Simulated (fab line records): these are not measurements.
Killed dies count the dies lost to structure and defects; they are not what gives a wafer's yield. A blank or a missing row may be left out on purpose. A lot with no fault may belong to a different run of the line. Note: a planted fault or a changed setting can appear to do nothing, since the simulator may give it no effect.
Chamber matching    flow n5-finfet    rie-diel-02 running N5_HKMG_FIN_STRIP_34: 4 sister chambers
The step strips in CF4. 4 wafers are shown with their chamber, then 10 later ones without.

WAFERS, EACH WITH ITS CHAMBER
wafer   chamber  throttle-valve-pct (%)
L083.5  3        13.78
L090.6  2        13.32
L094.2  1        13.96
L094.4  0        13.54

WAFERS WITH NO CHAMBER GIVEN
wafer   throttle-valve-pct (%)
L094.5  13.53
L095.1  13.97
L095.3  13.55
L095.6  13.54
L096.1  13.83
L096.2  13.96
L096.4  13.56
L097.1  13.35
L097.4  13.83
L097.6  13.83

WHICH CHAMBER EACH WENT THROUGH
wafer   from the rows above  in truth
L094.5  0                    0
L095.1  1                    1
L095.3  0                    0
L095.6  0                    0
L096.1  3                    3
L096.2  1                    1
L096.4  0                    0
L097.1  2                    2
L097.4  3                    3
L097.6  3                    3
Correct placement for 10 of the 10. Left unplaced by these rows: 0. Placed wrongly: 0.
How it was worked out, from the rows above alone: a wafer's distance from a chamber is the root of the sum, over the readings, of the square of ((its reading less the chamber's mean) divided by the reading's scatter). If the next closest chamber is less than 2 further off than the closest, the wafer can't be placed; otherwise it belongs to the closest. For every chamber, the mean is computed from those of its wafers that are shown. The scatter: root of mean squared gap, hidden wafer to nearest shown wafer, with one shown wafer a chamber.
